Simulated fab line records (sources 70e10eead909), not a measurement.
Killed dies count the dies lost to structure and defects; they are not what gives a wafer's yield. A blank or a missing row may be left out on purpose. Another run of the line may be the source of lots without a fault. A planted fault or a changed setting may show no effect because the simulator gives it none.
What tool caused it?	flow nand-harc	6 lots, 18 wafers sampled, at 3 steps of a route of 1302

== WHAT THE GAUGES READ, wafer by wafer ==
NHARC_P_M0_CD_MEAS_09: target cd 90 nm.
lot	measured	on	cd-nm (nm)
L989	day 6 17:22	cd-sem-02	91.1 90.0 90.3
L992	day 7 20:28	cd-sem-03	107.0 106.0 107.0
L998	day 10 08:26	cd-sem-03	90.6 89.8 89.8
L105	day 13 10:00	cd-sem-02	89.7 89.6 91.2
L107	day 14 04:05	cd-sem-03	90.1 89.6 90.5
L110	day 15 00:54	cd-sem-01	90.9 90.5 90.2

== EACH LOT AND THE TOOL THAT RAN IT (in order: tool; ch and the chambers of the sampled wafers; start) ==
lot	NHARC_P_CONTACT_PVD_32	NHARC_P_M0_PEB_07
L989	pvd-sputter-02, day 6 17:17 or earlier	litho-track-04 ch 0, day 6 17:17
L992	pvd-sputter-03, day 7 20:23 or earlier	litho-track-01 ch 0, day 7 20:23
L998	pvd-sputter-03, day 10 08:21 or earlier	litho-track-06 ch 0, day 10 08:21
L105	pvd-sputter-01, day 13 09:55 or earlier	litho-track-06 ch 0, day 13 09:55
L107	pvd-sputter-03, day 14 04:01 or earlier	litho-track-06 ch 0, day 14 04:01
L110	pvd-sputter-03, day 15 00:49 or earlier	litho-track-06 ch 0, day 15 00:49
- NHARC_P_CONTACT_PVD_32: deposits Ti, target thk 5 nm, time 17.7 s.
- NHARC_P_M0_PEB_07: peb time 65 s.

== THE ANSWER, worked out from the rows above alone ==
Rule: the usual values come from the lots themselves. Put in order of their means at a reading, lots are off if they are a third of the lots or fewer, leave a main group of 4 or more, and stand apart from it by a gap of 3 or more times the standard deviation of the main group's means; of several such gaps the widest counts. The tables above print the reading to a certain number of digits; a main group whose means all agree to those digits is not used. Also off: a lot with no number at a reading for which 4 or more lots have one. Any other lot the step has rows for is counted as sound.
Off at NHARC_P_M0_CD_MEAS_09 (cd-nm): L992. The main group: mean 90.3 nm, standard deviation 0.2.
A tool fits if, at a process step before that reading, it ran every lot that is off, and no sound lot after the first of them. The gauges at NHARC_P_M0_CD_MEAS_09 are tried like those tools. NHARC_P_CONTACT_PVD_32: start missing for some lots; hours and lot order therefore follow NHARC_P_M0_PEB_07. One candidate fits, namely litho-track-01 at NHARC_P_M0_PEB_07. It ran no sound lot before its first lot that is off in this sample, so the start can't be narrowed down.

== WHAT THE SIMULATOR HAD INSERTED ==
Drift in process parameters on litho-track-01 at NHARC_P_M0_PEB_07, starting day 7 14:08. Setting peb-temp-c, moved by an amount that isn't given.
Lots struck among those shown: L992. The same result came from the rule above.
